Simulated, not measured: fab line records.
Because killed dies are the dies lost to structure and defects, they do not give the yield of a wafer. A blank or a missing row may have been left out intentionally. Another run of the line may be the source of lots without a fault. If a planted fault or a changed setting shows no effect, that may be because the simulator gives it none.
fab line records -- flow nand-harc
[record] lots = 12, wafers = 36, last-day = 31
route steps=1302 shown A_STAIRCASE@702 END@1302
lots untouched by any fault: they come from a run of this same line in which no faults occurred
start-h: hours from the record's first day to the start of the lot's first wafer shown -- wait-h: time in hours since the lot's previous step -- " repeats the value in the row above -- L1.1+2: one row covering several wafers at once -- - no value present, or no start provided -- * or withheld: withheld -- < > ~ a bound
route shown NAME@n: names a module that has steps shown in the file, with the first one's number in the route -- usual: average and standard deviation across the fault-free wafers -- same: alike in all rows -- chamber/n: place in a boat -- sites: per-site readings -- _std_site: their standard deviation -- _edge_site: the outer-site mean with the inner-site mean subtracted -- radius-mm: how far each site lies from the wafer's centre -- mask NAME#n: copy n -- behind: tool/chamber where the wafer was last shaped -- hold: the reason the lot was held/the length of the hold in hours/how it ended -- device: which transistor (n, p or np) failed to switch -- end of line: the route-end tests of the same wafers -- a step without rows: its recipe alone -- killed: count of dies lost to structure and defects at first sort (not the wafer's yield) -- map: shows each die of a wafer: x if killed, . if not, _ if none is there
set.NAME: the setting the step ran with; set.NAME@STEP: the setting that earlier step ran with -- model.NAME: the simulator's own value behind a step, which no gauge read
steps of the route over a sample of lots; a table a step, a row a wafer
services: the hour from which a tool's chamber was out of use, counted from the record's first day as start-h (under 0 if before that day), plus the number of hours and why
[[steps]]
[step NHARC_A_STAIRCASE_ETCH_188]
[recipe] target-depth-a = 1000, time-s = 40.5, ion-energy-ev = 400, c4f8-flow-sccm = 20, o2-flow-sccm = 10, ar-flow-sccm = withheld, rf-w = 600, bias-w = 1000, chemistry = C4F8/O2
[usual] oes-product-au = 0.940/0.014, rf-fwd-power-W = 593.6/2.4, rf-vpp-V = 894/4.8
lot.wafer,tool,chamber,start-h,wait-h,oes-product-au,rf-fwd-power-W,rf-hours-counter-h,rf-vpp-V
L840.4,rie-diel-08,0,-,-,0.972,589.9,0,899
L840.2,rie-diel-08,1,-,-,0.970,594.4,0,888
L840.5,rie-diel-08,1,-,-,0.949,596.6,-,890
L838.4,rie-diel-05,2,-,-,0.963,593.3,45,892
L838.3,rie-diel-05,0,-,-,0.951,594.9,51,894
L838.5,rie-diel-05,2,-,-,0.957,592.4,-,894
L839.3,rie-diel-13,1,-,-,0.929,594.5,12,905
L839.2,rie-diel-13,2,-,-,0.925,591.7,11,893
L839.6,rie-diel-13,2,-,-,0.929,590.8,-,894
L841.2,rie-diel-13,3,-,-,0.949,589.7,15,892
L841.4,rie-diel-13,1,-,-,0.972,599.5,15,903
L841.6,rie-diel-13,2,-,-,0.952,589.2,-,892
L842.4,rie-diel-05,0,-,-,0.921,595.5,2,894
L842.2,rie-diel-05,2,-,-,0.929,592.2,1,891
L842.1,rie-diel-05,3,-,-,0.920,596.6,1,895
L845.1,rie-diel-13,0,-,-,0.938,592.5,31,894
L845.4,rie-diel-13,1,-,-,0.954,594.7,29,903
L845.5,rie-diel-13,1,-,-,0.958,594.4,-,904
L846.3,rie-diel-13,3,-,-,0.958,590.8,37,890
L846.1,rie-diel-13,1,-,-,0.958,593.2,34,904
L846.2,rie-diel-13,2,-,-,0.945,592.3,38,893
L847.1,rie-diel-08,2,-,-,0.932,598.1,27,905
L847.3,rie-diel-08,0,-,-,0.941,591.2,25,896
L847.5,rie-diel-08,2,-,-,0.938,595.5,-,906
L848.1,rie-diel-08,1,-,-,0.945,594.2,24,888
L848.2,rie-diel-08,0,-,-,0.959,591.3,26,895
L848.5,rie-diel-08,2,-,-,0.931,595.2,-,905
L849.1,rie-diel-13,1,-,-,0.961,594.1,45,902
L849.3,rie-diel-13,2,-,-,0.931,591.6,48,894
L849.6,rie-diel-13,3,-,-,0.927,589.2,-,890
L850.4,rie-diel-05,2,-,-,0.926,593.0,27,891
L850.3,rie-diel-05,0,-,-,0.928,596.7,32,894
L850.6,rie-diel-05,2,-,-,0.930,595.0,-,892
L854.4,rie-diel-05,2,-,-,0.935,592.1,39,892
L854.1,rie-diel-05,3,-,-,0.934,597.3,38,895
L854.3,rie-diel-05,1,-,-,0.932,594.1,43,891
[step NHARC_A_STAIRCASE_ETCH_197]
[recipe] target-depth-a = 1000, time-s = 40.5, ion-energy-ev = 400, c4f8-flow-sccm = 20, o2-flow-sccm = 10, ar-flow-sccm = withheld, rf-w = 600, bias-w = 1000, chemistry = C4F8/O2
[usual] oes-product-au = 0.953/0.018, rf-fwd-power-W = 593.4/2.2, rf-vpp-V = 895/5.3
lot.wafer,tool,chamber,start-h,wait-h,oes-product-au,rf-fwd-power-W,rf-hours-counter-h,rf-vpp-V
L840.4,rie-diel-08,2,-,-,0.944,592.4,1,907
L840.2,rie-diel-08,1,-,-,0.941,595.5,1,889
L840.5,rie-diel-08,2,-,-,0.948,593.5,-,907
L838.3,rie-diel-05,3,-,-,0.959,595.0,52,894
L838.4,rie-diel-05,0,-,-,0.959,590.7,51,894
L838.5,rie-diel-05,2,-,-,0.948,592.4,-,892
L839.2,rie-diel-08,1,-,-,0.955,594.6,3,889
L839.3,rie-diel-08,3,-,-,0.969,592.8,3,898
L839.6,rie-diel-08,1,-,-,0.973,594.4,-,889
L841.4,rie-diel-13,2,-,-,0.944,594.1,14,894
L841.2,rie-diel-13,1,-,-,0.940,598.0,16,904
L841.6,rie-diel-13,2,-,-,0.948,592.9,-,892
L842.4,rie-diel-05,0,-,-,0.931,594.2,3,894
L842.1,rie-diel-05,1,-,-,0.928,591.0,3,892
L842.2,rie-diel-05,2,-,-,0.929,595.4,2,893
L845.4,rie-diel-08,2,-,-,0.954,594.4,23,907
L845.1,rie-diel-08,0,-,-,0.975,590.7,20,898
L845.5,rie-diel-08,2,-,-,0.956,590.8,-,905
L846.3,rie-diel-13,3,-,-,0.939,590.2,38,891
L846.1,rie-diel-13,1,-,-,0.946,599.7,35,903
L846.2,rie-diel-13,2,-,-,0.941,593.5,38,892
L847.1,rie-diel-05,3,-,-,0.933,595.0,15,895
L847.3,rie-diel-05,0,-,-,0.928,595.4,18,893
L847.5,rie-diel-05,3,-,-,0.922,596.1,-,895
L848.1,rie-diel-05,3,-,-,0.962,594.5,18,895
L848.2,rie-diel-05,1,-,-,0.976,599.0,21,891
L848.5,rie-diel-05,3,-,-,0.955,594.5,-,894
L849.3,rie-diel-05,3,-,-,0.966,594.5,19,896
L849.1,rie-diel-05,0,-,-,0.979,591.4,21,894
L849.6,rie-diel-05,1,-,-,0.960,592.6,-,892
L850.4,rie-diel-08,1,-,-,0.973,593.4,33,888
L850.3,rie-diel-08,2,-,-,0.966,595.2,37,903
L850.6,rie-diel-08,0,-,-,0.985,588.9,-,898
L854.1,rie-diel-08,1,-,-,0.952,593.5,47,888
L854.3,rie-diel-08,3,-,-,0.935,587.4,48,896
L854.4,rie-diel-08,0,-,-,0.956,592.2,45,898
[step NHARC_A_STAIRCASE_ETCH_199]
[recipe] target-depth-a = 1000, time-s = 40.5, ion-energy-ev = 400, c4f8-flow-sccm = 20, o2-flow-sccm = 10, ar-flow-sccm = withheld, rf-w = 600, bias-w = 1000, chemistry = C4F8/O2
[usual] oes-product-au = 0.950/0.013, rf-fwd-power-W = 593.3/2.2, rf-vpp-V = 895/5.3
lot.wafer,tool,chamber,start-h,wait-h,oes-product-au,rf-fwd-power-W,rf-hours-counter-h,rf-vpp-V
L840.4,rie-diel-08,3,-,-,0.937,589.3,1,897
L840.2,rie-diel-08,1,-,-,0.954,592.6,1,889
L840.5,rie-diel-08,3,-,-,0.942,591.0,-,899
L838.3,rie-diel-05,3,-,-,0.951,594.7,52,894
L838.4,rie-diel-05,1,-,-,0.946,592.8,46,891
L838.5,rie-diel-05,3,-,-,0.945,597.5,-,896
L839.3,rie-diel-08,2,-,-,0.953,593.2,3,907
L839.2,rie-diel-08,1,-,-,0.953,595.1,3,887
L839.6,rie-diel-08,3,-,-,0.965,591.0,-,898
L841.2,rie-diel-13,3,-,-,0.952,590.9,15,892
L841.4,rie-diel-13,1,-,-,0.953,592.3,16,903
L841.6,rie-diel-13,2,-,-,0.952,596.5,-,894
L842.2,rie-diel-05,3,-,-,0.937,598.5,3,895
L842.4,rie-diel-05,0,-,-,0.950,590.1,3,894
L842.1,rie-diel-05,1,-,-,0.936,596.0,3,891
L845.4,rie-diel-08,0,-,-,0.949,590.0,20,897
L845.1,rie-diel-08,2,-,-,0.947,591.5,23,905
L845.5,rie-diel-08,0,-,-,0.955,591.0,-,898
L846.1,rie-diel-13,3,-,-,0.932,590.8,38,891
L846.2,rie-diel-13,1,-,-,0.954,590.7,35,903
L846.3,rie-diel-13,2,-,-,0.943,593.5,38,893
L847.3,rie-diel-05,0,-,-,0.946,594.5,18,893
L847.1,rie-diel-05,2,-,-,0.938,596.6,16,893
L847.5,rie-diel-05,3,-,-,0.935,596.3,-,894
L848.1,rie-diel-05,1,-,-,0.970,593.8,21,891
L848.2,rie-diel-05,2,-,-,0.947,594.4,19,892
L848.5,rie-diel-05,1,-,-,0.968,594.4,-,891
L849.3,rie-diel-05,3,-,-,0.952,595.3,19,895
L849.1,rie-diel-05,1,-,-,0.966,590.3,22,890
L849.6,rie-diel-05,3,-,-,0.958,596.5,-,896
L850.4,rie-diel-08,3,-,-,0.945,592.5,38,897
L850.3,rie-diel-08,1,-,-,0.942,592.4,33,888
L850.6,rie-diel-08,2,-,-,0.944,597.8,-,906
L854.1,rie-diel-08,0,-,-,0.940,590.9,45,897
L854.3,rie-diel-08,2,-,-,0.951,593.9,50,905
L854.4,rie-diel-08,3,-,-,0.944,590.7,48,899
[step NHARC_A_STAIRCASE_ETCH_203]
[recipe] target-depth-a = 1000, time-s = 40.5, ion-energy-ev = 400, c4f8-flow-sccm = 20, o2-flow-sccm = 10, ar-flow-sccm = withheld, rf-w = 600, bias-w = 1000, chemistry = C4F8/O2
[usual] oes-product-au = 0.947/0.016, rf-fwd-power-W = 593.1/2.4, rf-vpp-V = 895/5
lot.wafer,tool,chamber,start-h,wait-h,oes-product-au,rf-fwd-power-W,rf-hours-counter-h,rf-vpp-V
L840.4,rie-diel-08,3,381.14,-,0.946,587.1,1,899
L840.2,rie-diel-08,0,381.14,-,0.953,591.3,1,898
L840.5,rie-diel-08,0,381.14,-,0.963,592.0,-,900
L838.4,rie-diel-05,0,381.67,-,0.945,592.4,51,895
L838.3,rie-diel-05,3,381.67,-,0.954,594.6,52,896
L838.5,rie-diel-05,1,381.67,-,0.959,592.3,-,891
L839.3,rie-diel-08,1,388.47,-,0.949,596.6,3,890
L839.2,rie-diel-08,0,388.47,-,0.956,590.9,3,897
L839.6,rie-diel-08,2,388.47,-,0.952,591.9,-,904
L841.2,rie-diel-13,2,401.01,-,0.924,595.7,14,894
L841.4,rie-diel-13,3,401.01,-,0.918,591.8,15,893
L841.6,rie-diel-13,0,401.01,-,0.913,595.8,-,892
L842.1,rie-diel-05,1,425.10,-,0.961,590.9,3,892
L842.2,rie-diel-05,2,425.10,-,0.954,593.2,3,891
L842.4,rie-diel-05,0,425.10,-,0.943,591.4,3,895
L845.4,rie-diel-08,3,449.25,-,0.949,588.9,24,897
L845.1,rie-diel-08,0,449.25,-,0.952,590.8,20,898
L845.5,rie-diel-08,2,449.25,-,0.931,596.9,-,906
L846.2,rie-diel-13,1,461.14,-,0.947,597.6,35,903
L846.3,rie-diel-13,2,461.14,-,0.928,591.5,38,894
L846.1,rie-diel-13,3,461.14,-,0.927,593.7,38,891
L847.1,rie-diel-05,2,466.16,-,0.935,593.9,16,892
L847.3,rie-diel-05,0,466.16,-,0.939,593.4,18,893
L847.5,rie-diel-05,1,466.16,-,0.932,593.4,-,893
L848.1,rie-diel-05,2,476.04,-,0.948,593.5,19,890
L848.2,rie-diel-05,0,476.04,-,0.938,593.4,20,893
L848.5,rie-diel-05,1,476.04,-,0.945,593.8,-,891
L849.1,rie-diel-05,1,480.22,-,0.954,592.1,22,891
L849.3,rie-diel-05,2,480.22,-,0.944,594.2,20,890
L849.6,rie-diel-05,1,480.22,-,0.954,592.4,-,892
L850.4,rie-diel-08,1,504.21,-,0.935,594.7,34,890
L850.3,rie-diel-08,2,504.21,-,0.964,593.9,38,905
L850.6,rie-diel-08,3,504.21,-,0.959,591.3,-,896
L854.3,rie-diel-08,3,533.72,-,0.947,591.3,48,896
L854.1,rie-diel-08,0,533.72,-,0.855,497.5,45,897
L854.4,rie-diel-08,1,533.72,-,0.942,594.8,48,887
[step NHARC_END_SORT_01]
[recipe] temp-c = 25
[usual] killed-at-array = 57/24, killed-at-other = 0.7/0.94, killed-at-periphery = 3.8/2.5, killed-dies = 62/23, killed-open = 3.1/1.8, killed-short = 2.5/1.6
[same] gross-dies = 677
lot.wafer,tool,chamber,start-h,wait-h,killed-at-array,killed-at-other,killed-at-periphery,killed-dies,killed-open,killed-short
L846.1,prober-02,0,665.39,2.5,74,1,3,78,3,7
L846.2,prober-02,0,666.20,2.8,69,0,4,73,3,4
L846.3,prober-02,0,667.00,3.1,72,1,3,76,4,3
L850.3,prober-01,0,706.15,3.1,27,1,6,34,4,2
L850.4,prober-01,0,706.95,3.4,31,0,5,36,3,1
L850.6,prober-01,0,708.56,4.0,23,2,4,29,9,0
L854.1,prober-02,0,733.26,2.5,46,0,5,51,6,2
L854.3,prober-02,0,734.85,3.1,51,0,4,55,4,3
L854.4,prober-02,0,735.64,3.4,61,0,6,67,6,5
// killed by level:class
L846.1 A_CHANNEL_HOLE_D1:chamber-film-flake=33 A_SLIT:chamber-film-flake=29 A_CHANNEL_FILL_D2:geometric-particle:short=2 A_WL_FILL:geometric-particle:short=2 P_CONTACT:chamber-film-flake=2 A_CONTACT:chamber-film-flake=2 P_M2:geometric-particle:open=1 A_CHANNEL_HOLE_D1:geometric-particle:open=1
L846.2 A_SLIT:chamber-film-flake=27 A_CHANNEL_HOLE_D1:chamber-film-flake=24 A_WL_FILL:chamber-film-flake=4 A_WL_FILL:geometric-particle:short=2 A_STAIRCASE:chamber-film-flake=2 A_CONTACT:chamber-film-flake=2 P_CONTACT:geometric-particle:open=1 A_CHANNEL_FILL_D1:geometric-particle:short=1
L846.3 A_SLIT:chamber-film-flake=30 A_CHANNEL_HOLE_D1:chamber-film-flake=29 A_CONTACT:chamber-film-flake=3 A_STAIRCASE:chamber-film-flake=2 P_GATE:geometric-particle:open=1 P_M2:geometric-particle:short=1 A_ONON_D2:geometric-particle:open=1 A_ONON_D2:geometric-particle:short=1
L850.3 A_CHANNEL_HOLE_D1:chamber-film-flake=10 P_GATE:chamber-film-flake=3 A_SLIT:chamber-film-flake=3 P_M2:chamber-film-flake=2 A_ZERO_WELL:chamber-film-flake=2 A_M0:chamber-film-flake=2 A_ONON_D1:geometric-particle:open=1 A_CHANNEL_FILL_D1:geometric-particle:open=1
L850.4 A_CHANNEL_HOLE_D1:chamber-film-flake=10 A_SLIT:chamber-film-flake=5 A_STAIRCASE:chamber-film-flake=4 A_CONTACT:chamber-film-flake=4 P_M2:chamber-film-flake=3 P_GATE:chamber-film-flake=2 A_SOURCE_PLATE:geometric-particle:open=1 A_CHANNEL_FILL_D1:geometric-particle:open=1
L850.6 A_CHANNEL_HOLE_D1:chamber-film-flake=8 A_M1:geometric-particle:open=2 A_STAIRCASE:chamber-film-flake=2 A_SLIT:chamber-film-flake=2 THIN_TSV:chamber-film-flake=2 P_CONTACT:geometric-particle:open=1 P_M0:geometric-particle:open=1 A_ONON_D1:geometric-particle:open=1
L854.1 A_CHANNEL_HOLE_D2:chamber-film-flake=23 A_CHANNEL_HOLE_D1:chamber-film-flake=6 A_DECK1_JOINT:chamber-film-flake=3 A_SLIT:chamber-film-flake=3 A_CHANNEL_HOLE_D1:geometric-particle:open=2 P_M0:chamber-film-flake=2 P_M2:chamber-film-flake=2 A_STAIRCASE:chamber-film-flake=2
L854.3 A_CHANNEL_HOLE_D2:chamber-film-flake=20 A_CHANNEL_HOLE_D1:chamber-film-flake=12 A_STAIRCASE:chamber-film-flake=8 A_SLIT:chamber-film-flake=3 P_M2:chamber-film-flake=2 A_DECK1_JOINT:chamber-film-flake=2 P_STI:geometric-particle:open=1 P_CONTACT:geometric-particle:open=1
L854.4 A_CHANNEL_HOLE_D2:chamber-film-flake=28 A_CHANNEL_HOLE_D1:chamber-film-flake=18 A_STAIRCASE:chamber-film-flake=3 A_SLIT:chamber-film-flake=2 P_CONTACT:geometric-particle:open=1 P_CONTACT:geometric-particle:short=1 P_M0:geometric-particle:open=1 A_SOURCE_PLATE:geometric-particle:short=1
[[services]]
tool,chamber,start-h,hours,kind
rie-diel-05,0,362.13,-,clean
rie-diel-05,1,362.13,-,clean
rie-diel-05,2,362.13,-,clean
rie-diel-05,3,362.13,-,clean
rie-diel-08,-,367.82,9.0,pm
rie-diel-05,0,386.63,-,clean
rie-diel-05,1,386.63,-,clean
rie-diel-05,2,386.63,-,clean
rie-diel-05,3,386.63,-,clean
rie-diel-05,-,392.48,0.6,repair
rie-diel-05,-,404.84,0.2,repair
rie-diel-05,-,406.60,9.0,pm
rie-diel-05,0,406.60,9.0,vent-cycle
rie-diel-05,1,406.60,9.0,vent-cycle
rie-diel-05,2,406.60,9.0,vent-cycle
rie-diel-05,3,406.60,9.0,vent-cycle
rie-diel-05,0,415.60,-,clean
rie-diel-05,1,415.60,-,clean
rie-diel-05,2,415.60,-,clean
rie-diel-05,3,415.60,-,clean
rie-diel-05,3,415.60,-,consumable-replace:focus-ring
rie-diel-13,-,440.58,1.6,repair
rie-diel-13,0,459.08,2.6,repair
rie-diel-13,-,520.02,9.0,pm
[[key]]
[first-sign] step = NHARC_A_STAIRCASE_ETCH_203, reading = rf-fwd-power-W, direction = down, sigmas = 40, usual = *, struck = *
[effect] step = NHARC_A_STAIRCASE_ETCH_203, reading = oes-product-au, direction = down, sigmas = 5.7, usual = 0.947, struck = 0.855
met-at NHARC_A_STAIRCASE_ETCH_203
struck-lots L854
struck-wafers L854.1
tester-left-out L854
not-acting-at NHARC_A_STAIRCASE_ETCH_188,NHARC_A_STAIRCASE_ETCH_197,NHARC_A_STAIRCASE_ETCH_199
onset-between 449.25 533.72
[fault] kind = process-parameter-drift, tool = rie-diel-08, chamber = 0, onset-h = 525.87, steps = NHARC_A_STAIRCASE_ETCH_203, channel = rf-w, offset = *, shape = step, end-h = 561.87, acts-in = *, stated = *
// tester-left-out: of these lots the tester's yield and bins aren't shown, on N5 and GAA mostly nor the transistor test; their killed dies are dies lost to structure and defects alone, not to doping, threshold or leakage, so they don't give the yield
